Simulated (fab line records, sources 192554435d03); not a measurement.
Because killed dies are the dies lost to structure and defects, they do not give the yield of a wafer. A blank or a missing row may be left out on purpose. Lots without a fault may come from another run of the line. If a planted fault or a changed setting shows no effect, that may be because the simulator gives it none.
fab line records | flow n5Finfet
record: lots: 6 | wafers: 18 | lastDay: 20
route steps=1938 shown BEOL_M1@780 BEOL_M4@1111
lots untouched by any fault: they come from a run of this same line in which no faults occurred
startH: start of the lot's first displayed wafer, in hours after the record's first day | waitH: how many hours have passed since the lot's step before this one | " unchanged from the row above | L1.1+2: a single row standing in for several wafers | - no value, or no start given | * or withheld: withheld | < > ~ a bound
route shown NAME@n: names a module that has steps shown in the file, with the first one's number in the route | usual: the fault-free wafers' mean and standard deviation | same: alike in all rows | chamber/n: place in a boat | sites: each site's reading | _std_site: standard deviation across them | _edge_site: mean of outer sites minus mean of inner sites | radiusMm: how far each site lies from the wafer's centre | mask NAME#n: copy n | behind: the last tool/chamber to shape the wafer | hold: why the lot was held/for how many hours/how that ended | device: transistor that didn't switch, given as n, p or np | end of line: the route-end tests of the same wafers | a step with no rows: only its recipe | killed: at the first sort, the dies lost to defects and structure; wafer yield is something else | map: a wafer's dies, marking killed ones x, the rest . and places with no die _
set.NAME: the setting that was run; set.NAME@STEP: the one run at that earlier step | model.NAME: the simulator's own value behind a step, which no gauge read
a table for each step, a row for each wafer; lots at some steps of the route
services: the hour from which a tool's chamber was out of use, counted from the record's first day as startH (under 0 if before that day), plus the number of hours and why
== steps ==
step: N5_BEOL_M1_COAT_22
recipe: resist: CAR-EUV | spinRpm: 1500 | resistThkNm: 30
step: N5_BEOL_M1_EBR_24
recipe: solvent: PGMEA | ebrWidthMm: 1.5
step: N5_BEOL_M1_SOFTBAKE_23
recipe: tempC: 110 | timeS: 60 | resist: CAR-EUV
step: N5_BEOL_M1_EXPOSE_25
recipe: maskId: V0 | na: 0.33 | sourceShape: quasar | sigmaInner: 0.2 | sigmaOuter: 0.8 | polarization: unpolarized | defocusNm: 5 | targetCdNm: 24 | doseMj: 63
step: N5_BEOL_M1_PEB_26
recipe: pebTempC: 100 | pebTimeS: 60 | resist: CAR-EUV
step: N5_BEOL_M1_DEVELOP_27
recipe: developTimeS: 30 | developer: TMAH | resist: CAR-EUV | rinseLiquid: surfactantRinse | dry: airSpin | devTempC: 23
step: N5_BEOL_M1_CD_MEAS_28
recipe: landingEnergyEv: 500 | detector: seInlens | targetCdYNm: 23.3
usual: cdNm: 24.09/0.27
lot.wafer | tool     | chamber | startH | waitH | cdNm
L268.1    | cdSem-02 | 0       | 131.26 | -     | 24.43
L268.3    | "        | 0       | "      | "     | 24.36
L268.6    | "        | 0       | "      | "     | 24.37
L275.1    | cdSem-01 | 0       | 178.83 | -     | 24.07
L275.2    | "        | 0       | "      | "     | 23.61
L275.4    | "        | 0       | "      | "     | 24.59
L277.1    | cdSem-01 | 0       | 192.80 | -     | 24.00
L277.2    | "        | 0       | "      | "     | 24.50
L277.4    | "        | 0       | "      | "     | 24.44
L283.1    | cdSem-02 | 0       | 224.62 | -     | 24.00
L283.2    | "        | 0       | "      | "     | 23.89
L283.3    | "        | 0       | "      | "     | 23.89
L289.3    | cdSem-02 | 0       | 255.29 | -     | 24.23
L289.5    | "        | 0       | "      | "     | 23.71
L289.6    | "        | 0       | "      | "     | 23.67
L290.3    | cdSem-02 | 0       | 269.08 | -     | 24.27
L290.5    | "        | 0       | "      | "     | 24.45
L290.6    | "        | 0       | "      | "     | 24.34
step: N5_BEOL_M1_OVL_MEAS_29
recipe: pointsPerWafer: 522
usual: V0_OVL: -0.1/0.72
lot.wafer | tool       | chamber | startH | waitH | V0_OVL[nm]
L268.1    | overlay-02 | 0       | 131.30 | 0.0   | 0.8
L268.3    | "          | 0       | "      | "     | 1.1
L268.6    | "          | 0       | "      | "     | -0.1
L275.1    | overlay-01 | 0       | 178.86 | 0.0   | -0.5
L275.2    | "          | 0       | "      | "     | -0.1
L275.4    | "          | 0       | "      | "     | 1.0
L277.1    | overlay-01 | 0       | 192.83 | 0.0   | -0.2
L277.2    | "          | 0       | "      | "     | 0.3
L277.4    | "          | 0       | "      | "     | 0.2
L283.1    | overlay-02 | 0       | 224.65 | 0.0   | 0.6
L283.2    | "          | 0       | "      | "     | 0.1
L283.3    | "          | 0       | "      | "     | -0.6
L289.3    | overlay-01 | 0       | 255.33 | 0.0   | -0.5
L289.5    | "          | 0       | "      | "     | -0.1
L289.6    | "          | 0       | "      | "     | -1.1
L290.3    | overlay-02 | 0       | 269.12 | 0.0   | -1.6
L290.5    | "          | 0       | "      | "     | -1.1
L290.6    | "          | 0       | "      | "     | -0.6
step: N5_BEOL_M1_INSPECT_30
recipe: mode: adi | inspectInstrument: brightfield
usual: rawDefectCount: 436/100
lot.wafer | tool             | chamber | startH | waitH | rawDefectCount
L268.1    | defectInspect-01 | -       | 131.35 | 0.1   | 222
L268.3    | "                | -       | "      | "     | 375
L268.6    | "                | -       | "      | "     | 334
L275.1    | defectInspect-02 | -       | 178.92 | 0.1   | 457
L275.2    | "                | -       | "      | "     | 431
L275.4    | "                | -       | "      | "     | 497
L277.1    | defectInspect-02 | -       | 192.89 | 0.1   | 481
L277.2    | "                | -       | "      | "     | 528
L277.4    | "                | -       | "      | "     | 411
L283.1    | defectInspect-02 | -       | 224.71 | 0.1   | 733
L283.2    | "                | -       | "      | "     | 686
L283.3    | "                | -       | "      | "     | 472
L289.3    | defectInspect-02 | -       | 255.38 | 0.0   | 414
L289.5    | "                | -       | "      | "     | 633
L289.6    | "                | -       | "      | "     | 516
L290.3    | defectInspect-01 | -       | 269.16 | 0.0   | 373
L290.5    | "                | -       | "      | "     | 496
L290.6    | "                | -       | "      | "     | 370
step: N5_BEOL_M1_DESCUM_33
recipe: chemistry: O2 | timeS: 7 | sourcePowerW: 50 | biasPowerW: 20 | pressureMtorr: 20 | rfFrequencyHz: 2.712e+07 | tempC: 40 | resist: CAR-EUV | o2FlowSccm: 225
usual: drypumpMotorCurrentA: 5.5/0.46 | oesProductAu: 0.78/0.098 | rfVppV: 243.5/1.3 | showerheadPlenumPTorr: 2.11/0.069 | throttleValvePct: 20.30/0.21
lot.wafer | tool       | chamber | startH | waitH | drypumpMotorCurrentA | oesProductAu | rfHoursCounterH | rfVppV | showerheadPlenumPTorr | throttleValvePct
L268.1    | rieDiel-05 | 3       | 131.39 | 0.0   | 5.0                  | 0.71         | 208             | 246.2  | 2.16                  | 20.37
L268.3    | "          | 1       | "      | "     | 5.4                  | 0.90         | 35              | 244.6  | 2.21                  | 20.07
L268.6    | "          | 2       | "      | "     | 5.6                  | 0.67         | -               | 241.9  | 2.00                  | 20.57
L275.1    | rieDiel-05 | 2       | 179.01 | 0.1   | 5.6                  | 0.66         | 243             | 241.9  | 2.00                  | 20.58
L275.2    | "          | 1       | "      | "     | 5.4                  | 0.87         | 47              | 245.6  | 2.21                  | 20.06
L275.4    | "          | 0       | "      | "     | 5.6                  | 0.70         | -               | 242.5  | 2.08                  | 20.76
L277.1    | rieDiel-03 | 1       | 192.99 | 0.1   | 6.3                  | 0.97         | 1               | 243.1  | 2.05                  | 19.87
L277.2    | "          | 3       | "      | "     | 5.1                  | 0.83         | 60              | 242.4  | 2.11                  | 20.14
L277.4    | "          | 0       | "      | "     | 5.1                  | 0.72         | 205             | 243.6  | 2.15                  | 20.39
L283.1    | rieDiel-02 | 1       | 224.74 | 0.0   | 6.4                  | 0.76         | 139             | 242.1  | 2.02                  | 20.57
L283.2    | "          | 3       | "      | "     | 6.0                  | 0.72         | 201             | 240.0  | 1.99                  | 20.43
L283.3    | "          | 0       | "      | "     | 5.0                  | 0.67         | 247             | 244.3  | 2.15                  | 20.25
L289.3    | rieDiel-03 | 3       | 255.41 | 0.0   | 5.2                  | 0.81         | 76              | 243.1  | 2.10                  | 20.15
L289.5    | "          | 2       | "      | "     | 5.7                  | 1.02         | -               | 244.4  | 2.13                  | 19.89
L289.6    | "          | 3       | "      | "     | 5.2                  | 0.81         | -               | 242.9  | 2.10                  | 20.15
L290.3    | rieDiel-03 | 2       | 269.20 | 0.0   | 5.6                  | 0.98         | 5               | 244.3  | 2.13                  | 19.91
L290.5    | "          | 0       | "      | "     | 5.1                  | 0.70         | -               | 243.6  | 2.15                  | 20.43
L290.6    | "          | 1       | "      | "     | 6.3                  | 0.91         | -               | 241.6  | 2.05                  | 19.92
step: N5_BEOL_M1_ETCH_77
recipe: chemistry: N2/H2 | target: underlayer | targetDepthA: 65 | maskMaterial: CAR-EUV | timeS: 5.2 | ionEnergyEv: 200 | pressureMtorr: 30 | sourceW: 840 | biasW: 150 | n2FlowSccm: 200 | h2FlowSccm: 200 | ends: cleared
usual: drypumpMotorCurrentA: 5.5/0.45 | etchRfOnTimeS: 5.18/0.14 | n2FlowSccm: 200.0/0.57 | oesProductAu: 0.66/0.083 | rfVppV: 524.5/2.7 | showerheadPlenumPTorr: 2.56/0.092 | throttleValvePct: 17.68/0.16
lot.wafer | tool       | chamber | startH | waitH | drypumpMotorCurrentA | etchRfOnTimeS | n2FlowSccm | oesProductAu | rfHoursCounterH | rfVppV | showerheadPlenumPTorr | throttleValvePct
L268.1    | rieDiel-05 | 3       | 131.42 | 0.0   | 4.9                  | 5.24          | 200.1      | 0.60         | 208             | 526.5  | 2.60                  | 17.66
L268.3    | "          | 1       | "      | "     | 5.4                  | 4.93          | 200.3      | 0.78         | 35              | 526.8  | 2.70                  | 17.41
L268.6    | "          | 2       | "      | "     | 5.6                  | 5.18          | 200.0      | 0.57         | -               | 518.9  | 2.39                  | 17.81
L275.1    | rieDiel-05 | 2       | 179.05 | 0.0   | 5.6                  | 5.21          | 200.4      | 0.57         | 243             | 518.2  | 2.39                  | 17.84
L275.2    | "          | 1       | "      | "     | 5.5                  | 5.03          | 199.7      | 0.76         | 48              | 527.0  | 2.69                  | 17.46
L275.4    | "          | 0       | "      | "     | 5.5                  | 5.23          | 200.5      | 0.59         | -               | 523.2  | 2.50                  | 18.05
L277.1    | rieDiel-03 | 1       | 193.02 | 0.0   | 6.4                  | 5.05          | 200.6      | 0.84         | 1               | 523.1  | 2.49                  | 17.29
L277.2    | "          | 3       | "      | "     | 5.2                  | 5.10          | 200.5      | 0.71         | 60              | 526.0  | 2.59                  | 17.72
L277.4    | "          | 0       | "      | "     | 5.1                  | 4.98          | 200.5      | 0.62         | 205             | 525.5  | 2.61                  | 17.76
L283.1    | rieDiel-02 | 1       | 224.77 | 0.0   | 6.5                  | 5.25          | 199.4      | 0.64         | 139             | 519.7  | 2.43                  | 17.87
L283.2    | "          | 3       | "      | "     | 6.0                  | 5.43          | 200.4      | 0.61         | 201             | 520.8  | 2.40                  | 17.71
L283.3    | "          | 0       | "      | "     | 5.0                  | 5.24          | 200.5      | 0.59         | 247             | 524.4  | 2.61                  | 17.69
L289.3    | rieDiel-03 | 3       | 255.44 | 0.0   | 5.2                  | 5.15          | 200.4      | 0.69         | 76              | 525.5  | 2.58                  | 17.73
L289.5    | "          | 2       | "      | "     | 5.6                  | 5.26          | 200.8      | 0.83         | -               | 526.7  | 2.61                  | 17.42
L289.6    | "          | 3       | "      | "     | 5.2                  | 5.16          | 199.6      | 0.69         | -               | 525.4  | 2.58                  | 17.75
L290.3    | rieDiel-03 | 2       | 269.23 | 0.0   | 5.7                  | 5.22          | 200.0      | 0.81         | 5               | 524.7  | 2.61                  | 17.43
L290.5    | "          | 0       | "      | "     | 5.1                  | 5.01          | 198.9      | 0.61         | -               | 524.5  | 2.61                  | 17.79
L290.6    | "          | 1       | "      | "     | 6.4                  | 5.05          | 199.6      | 0.77         | -               | 522.1  | 2.48                  | 17.29
step: N5_BEOL_M1_ETCH_69
recipe: chemistry: CF4 | target: SiARC | targetDepthA: 156 | maskMaterial: CAR-EUV | timeS: 26 | ionEnergyEv: 80 | pressureMtorr: 40 | sourceW: 545 | biasW: 36 | Ar_flow_sccm: 100 | cf4FlowSccm: 100 | ends: cleared
usual: drypumpMotorCurrentA: 5.5/0.46 | etchRfOnTimeS: 26.1/0.62 | oesProductAu: 0.66/0.084 | rfVppV: 184.3/1.2 | showerheadPlenumPTorr: 2.16/0.067 | throttleValvePct: 15.52/0.21
lot.wafer | tool       | chamber | startH | waitH | drypumpMotorCurrentA | etchRfOnTimeS | oesProductAu | rfHoursCounterH | rfVppV | showerheadPlenumPTorr | throttleValvePct
L268.1    | rieDiel-05 | 3       | 131.44 | 0.0   | 5.0                  | 26.6          | 0.60         | 208             | 184.4  | 2.20                  | 15.61
L268.3    | "          | 1       | "      | "     | 5.4                  | 25.3          | 0.77         | 35              | 185.0  | 2.27                  | 15.30
L268.6    | "          | 2       | "      | "     | 5.6                  | 26.4          | 0.57         | -               | 182.8  | 2.04                  | 15.74
L275.1    | rieDiel-05 | 2       | 179.07 | 0.0   | 5.6                  | 26.0          | 0.56         | 243             | 182.5  | 2.03                  | 15.76
L275.2    | "          | 1       | "      | "     | 5.4                  | 25.0          | 0.76         | 48              | 185.4  | 2.27                  | 15.34
L275.4    | "          | 0       | "      | "     | 5.5                  | 26.0          | 0.59         | -               | 183.4  | 2.10                  | 15.91
L277.1    | rieDiel-03 | 1       | 193.04 | 0.0   | 6.3                  | 25.5          | 0.84         | 1               | 182.4  | 2.11                  | 15.07
L277.2    | "          | 3       | "      | "     | 5.2                  | 25.7          | 0.70         | 60              | 185.0  | 2.18                  | 15.41
L277.4    | "          | 0       | "      | "     | 5.1                  | 25.2          | 0.63         | 205             | 184.5  | 2.20                  | 15.65
L283.1    | rieDiel-02 | 1       | 224.79 | 0.0   | 6.5                  | 26.5          | 0.64         | 139             | 182.9  | 2.08                  | 15.78
L283.2    | "          | 3       | "      | "     | 6.0                  | 26.7          | 0.61         | 201             | 183.3  | 2.06                  | 15.78
L283.3    | "          | 0       | "      | "     | 5.0                  | 26.1          | 0.58         | 247             | 184.3  | 2.20                  | 15.49
L289.3    | rieDiel-03 | 3       | 255.46 | 0.0   | 5.1                  | 26.2          | 0.68         | 76              | 184.7  | 2.17                  | 15.43
L289.5    | "          | 2       | "      | "     | 5.7                  | 26.5          | 0.84         | -               | 186.4  | 2.17                  | 15.08
L289.6    | "          | 3       | "      | "     | 5.1                  | 26.3          | 0.68         | -               | 184.1  | 2.17                  | 15.44
L290.3    | rieDiel-03 | 2       | 269.25 | 0.0   | 5.7                  | 26.1          | 0.82         | 5               | 184.6  | 2.17                  | 15.10
L290.5    | "          | 0       | "      | "     | 5.1                  | 25.4          | 0.61         | -               | 184.3  | 2.20                  | 15.69
L290.6    | "          | 1       | "      | "     | 6.3                  | 25.5          | 0.78         | -               | 182.9  | 2.10                  | 15.10
step: N5_BEOL_M1_ALD_98
recipe: material: SiO2 | targetThkA: 25 | tempC: 100 | aldPrecursorFamily: BDEAS | aldCoReactant: O2-plasma | pulseTimeS: 1 | coReactantPulseTimeS: 1 | purgeTimeS: 2 | coReactantPurgeTimeS: 2 | aldCycles: 17 | pressureTorr: 2
usual: aldCycles: 17/0 | heaterPowerW: 77/5.4 | precursorPulseHeightRel: 0.996/0.021
same: purgeTimeS: 2
lot.wafer | tool      | chamber | startH | waitH | aldCycles | heaterPowerW | precursorPulseHeightRel
L268.1    | aldSin-04 | 2       | 131.52 | 0.1   | 17        | 87           | 0.955
L268.3    | "         | 0       | "      | "     | 17        | 81           | 0.967
L268.6    | "         | 3       | "      | "     | 17        | 73           | 1.009
L275.1    | aldSin-02 | 1       | 179.76 | 0.7   | 18        | 74           | 0.996
L275.2    | "         | 2       | "      | "     | 18        | 77           | 0.989
L275.4    | "         | 0       | "      | "     | 17        | 69           | 0.974
L277.1    | aldSin-02 | 1       | 193.12 | 0.1   | 18        | 74           | 1.012
L277.2    | "         | 0       | "      | "     | 18        | 70           | 1.019
L277.4    | "         | 3       | "      | "     | 17        | 79           | 0.987
L283.1    | aldSin-04 | 1       | 224.98 | 0.2   | 17        | 71           | 1.020
L283.2    | "         | 3       | "      | "     | 17        | 74           | 0.961
L283.3    | "         | 0       | "      | "     | 17        | 80           | 0.974
L289.3    | aldSin-02 | 0       | 255.94 | 0.5   | 17        | 71           | 0.987
L289.5    | "         | 0       | "      | "     | 17        | 71           | 0.971
L289.6    | "         | 3       | "      | "     | 17        | 75           | 1.017
L290.3    | aldSin-04 | 3       | 269.93 | 0.7   | 17        | 74           | 1.013
L290.5    | "         | 0       | "      | "     | 17        | 84           | 1.029
L290.6    | "         | 1       | "      | "     | 17        | 71           | 1.011
step: N5_BEOL_M1_ETCHBACK_99
recipe: chemistry: CHF3 | target: SiO2 | targetDepthA: 50 | timeS: 10.4 | sourceW: 215 | biasW: 47 | Ar_flow_sccm: 200 | CHF3_flow_sccm: 12 | ionEnergyEv: 100 | pressureMtorr: 30
usual: drypumpMotorCurrentA: 5.5/0.46 | oes_ar_750_au: 0.78/0.095 | oesProductAu: 0.78/0.1 | rfVppV: 244/3.3 | showerheadPlenumPTorr: 2.17/0.074 | throttleValvePct: 16.98/0.21
lot.wafer | tool       | chamber | startH | waitH | drypumpMotorCurrentA | oes_ar_750_au | oesProductAu | rfHoursCounterH | rfVppV | showerheadPlenumPTorr | throttleValvePct
L268.1    | rieDiel-02 | 0       | 132.93 | 1.4   | 5.0                  | 0.71          | 0.69         | 220             | 244    | 2.22                  | 16.83
L268.3    | "          | 2       | "      | "     | 5.6                  | 0.73          | 0.73         | 169             | 242    | 2.21                  | 16.78
L268.6    | "          | 3       | "      | "     | 6.0                  | 0.74          | 0.73         | -               | 238    | 2.07                  | 17.16
L275.1    | rieDiel-02 | 3       | 180.38 | 0.6   | 6.0                  | 0.74          | 0.73         | 188             | 241    | 2.07                  | 17.17
L275.2    | "          | 2       | "      | "     | 5.6                  | 0.73          | 0.73         | 184             | 244    | 2.21                  | 16.81
L275.4    | "          | 1       | "      | "     | 6.4                  | 0.77          | 0.77         | 125             | 243    | 2.08                  | 17.20
L277.1    | rieDiel-05 | 1       | 215.63 | 22.5  | 5.4                  | 0.85          | 0.86         | 63              | 246    | 2.29                  | 16.90
L277.2    | "          | 0       | "      | "     | 5.6                  | 0.97          | 0.98         | 3               | 238    | 2.11                  | 16.88
L277.4    | "          | 1       | "      | "     | 5.4                  | 0.84          | 0.85         | -               | 248    | 2.29                  | 16.90
L283.1    | rieDiel-02 | 1       | 244.67 | 19.6  | 6.4                  | 0.75          | 0.75         | 145             | 242    | 2.08                  | 17.23
L283.2    | "          | 3       | "      | "     | 6.0                  | 0.72          | 0.71         | 211             | 241    | 2.06                  | 17.22
L283.3    | "          | 2       | "      | "     | 5.6                  | 0.71          | 0.70         | 208             | 246    | 2.20                  | 16.86
L289.3    | rieDiel-05 | 0       | 264.22 | 8.2   | 5.6                  | 0.92          | 0.92         | 20              | 238    | 2.10                  | 16.90
L289.5    | "          | 3       | "      | "     | 4.9                  | 0.67          | 0.68         | -               | 249    | 2.21                  | 17.17
L289.6    | "          | 2       | "      | "     | 5.6                  | 0.95          | 0.98         | -               | 245    | 2.30                  | 16.81
L290.3    | rieDiel-02 | 3       | 272.22 | 2.2   | 6.0                  | 0.72          | 0.71         | 221             | 241    | 2.05                  | 17.22
L290.5    | "          | 0       | "      | "     | 5.0                  | 0.97          | 0.98         | -               | 244    | 2.20                  | 16.39
L290.6    | "          | 1       | "      | "     | 6.4                  | 0.75          | 0.74         | -               | 243    | 2.07                  | 17.26
step: N5_BEOL_M4_RC_MEAS_101
usual: DIBL_N: 36.0/1.9 | DIBL_P: 35.6/2.2 | IOFF_N: 0.15/0.031 | IOFF_P: 0.19/0.032 | ION_N: 668/11 | ION_P: 455/7.2 | SS_N: 71.5/0.65 | SS_P: 73.4/0.64 | VT_N: 251/3.6 | VT_P: -253/3.3
lot.wafer | tool      | chamber | startH | waitH | DIBL_N[mV/V] | DIBL_P[mV/V] | IOFF_N[nA/um] | IOFF_P[nA/um] | ION_N[uA/um] | ION_P[uA/um] | SS_N[mV/dec] | SS_P[mV/dec] | VT_N[mV] | VT_P[mV]
L268.1    | prober-02 | 0       | 193.73 | 0.0   | 38.4         | 38.5         | 0.17          | 0.19          | 676          | 449          | 72.3         | 74.2         | 249      | -254
L268.3    | "         | 0       | "      | "     | 36.9         | 37.4         | 0.14          | 0.18          | 667          | 448          | 71.9         | 73.7         | 252      | -254
L268.6    | "         | 0       | "      | "     | 36.8         | 37.4         | 0.14          | 0.17          | 660          | 451          | 72.2         | 73.3         | 252      | -255
L275.1    | prober-02 | 0       | 247.70 | 0.0   | 34.4         | 33.2         | 0.13          | 0.18          | 664          | 457          | 71.7         | 73.2         | 256      | -251
L275.2    | "         | 0       | "      | "     | 32.4         | 31.0         | 0.10          | 0.16          | 646          | 454          | 70.7         | 72.4         | 256      | -250
L275.4    | "         | 0       | "      | "     | 35.5         | 35.2         | 0.15          | 0.21          | 670          | 459          | 71.5         | 74.2         | 252      | -250
L277.1    | prober-01 | 0       | 288.16 | 0.0   | 35.0         | 34.0         | 0.14          | 0.17          | 665          | 455          | 71.5         | 73.4         | 251      | -252
L277.2    | "         | 0       | "      | "     | 35.0         | 35.2         | 0.14          | 0.19          | 667          | 461          | 70.5         | 73.4         | 249      | -249
L277.4    | "         | 0       | "      | "     | 35.8         | 35.6         | 0.16          | 0.20          | 677          | 457          | 69.9         | 73.8         | 247      | -251
L283.1    | prober-01 | 0       | 308.32 | 0.0   | 34.6         | 36.4         | 0.15          | 0.21          | 671          | 463          | 71.2         | 73.3         | 249      | -248
L283.2    | "         | 0       | "      | "     | 34.0         | 34.4         | 0.13          | 0.17          | 659          | 450          | 70.9         | 72.7         | 252      | -251
L283.3    | "         | 0       | "      | "     | 35.1         | 36.5         | 0.15          | 0.21          | 673          | 464          | 70.8         | 73.3         | 250      | -254
L289.3    | prober-02 | 0       | 334.02 | 0.3   | 31.3         | 31.4         | 0.09          | 0.12          | 643          | 437          | 70.9         | 73.3         | 258      | -261
L289.5    | "         | 0       | "      | "     | 30.9         | 31.4         | 0.09          | 0.12          | 644          | 437          | 71.8         | 72.3         | 260      | -263
L289.6    | "         | 0       | "      | "     | 33.4         | 34.2         | 0.12          | 0.14          | 659          | 441          | 71.5         | 73.0         | 257      | -262
L290.3    | prober-01 | 0       | 361.83 | 0.3   | 35.6         | 34.6         | 0.14          | 0.20          | 657          | 454          | 71.8         | 73.5         | 250      | -249
L290.5    | "         | 0       | "      | "     | 36.1         | 34.3         | 0.14          | 0.18          | 666          | 448          | 71.8         | 73.3         | 255      | -252
L290.6    | "         | 0       | "      | "     | 35.4         | 34.2         | 0.13          | 0.20          | 672          | 464          | 70.9         | 73.3         | 251      | -250
== services ==
tool       | chamber | startH | hours | kind
rieDiel-03 | -       | 107.77 | 2.8   | pm
rieDiel-02 | 1       | 125.47 | 2.9   | repair
rieDiel-05 | -       | 154.02 | 2.8   | pm
rieDiel-02 | 1       | 154.53 | 9.8   | repair
rieDiel-03 | 1       | 154.81 | -     | clean
rieDiel-03 | 1       | 154.81 | -     | consumableReplace:focusRing
rieDiel-03 | 1       | 154.81 | 34.2  | scheduledDown
rieDiel-03 | 1       | 154.81 | 34.2  | ventCycle
aldSin-02  | -       | 157.48 | 6.1   | pm
aldSin-04  | 2       | 168.95 | 1.8   | repair
rieDiel-05 | 3       | 171.94 | 12.6  | repair
rieDiel-05 | 0       | 184.97 | -     | clean
rieDiel-05 | 0       | 184.97 | -     | consumableReplace:focusRing
rieDiel-05 | 0       | 184.97 | 23.1  | scheduledDown
rieDiel-05 | 0       | 184.97 | 23.1  | ventCycle
rieDiel-03 | 0       | 202.03 | 2.2   | repair
aldSin-02  | 1       | 214.48 | 2.8   | repair
aldSin-02  | 0       | 225.36 | 14.4  | repair
rieDiel-03 | 2       | 225.93 | -     | clean
rieDiel-03 | 2       | 225.93 | -     | consumableReplace:focusRing
rieDiel-03 | 2       | 225.93 | 25.0  | scheduledDown
rieDiel-03 | 2       | 225.93 | 25.0  | ventCycle
rieDiel-02 | 1       | 229.90 | 7.5   | repair
rieDiel-05 | 1       | 270.40 | 3.0   | repair
== key ==
firstSign: step: N5_BEOL_M1_ALD_98 | reading: aldCycles | direction: up | sigmas: 99+ | usual: * | struck: *
effect none on later readings
metAt N5_BEOL_M1_ALD_98
struckWafers L275.1,L275.2,L277.1,L277.2
fault: kind: processParameterDrift | tool: aldSin-02 | chamber: - | onsetH: 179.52 | steps: N5_BEOL_M1_ALD_98 | channel: aldCycles | offset: * | shape: step | endH: 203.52 | scope: struckWafersOnly | actsIn: * | stated: *
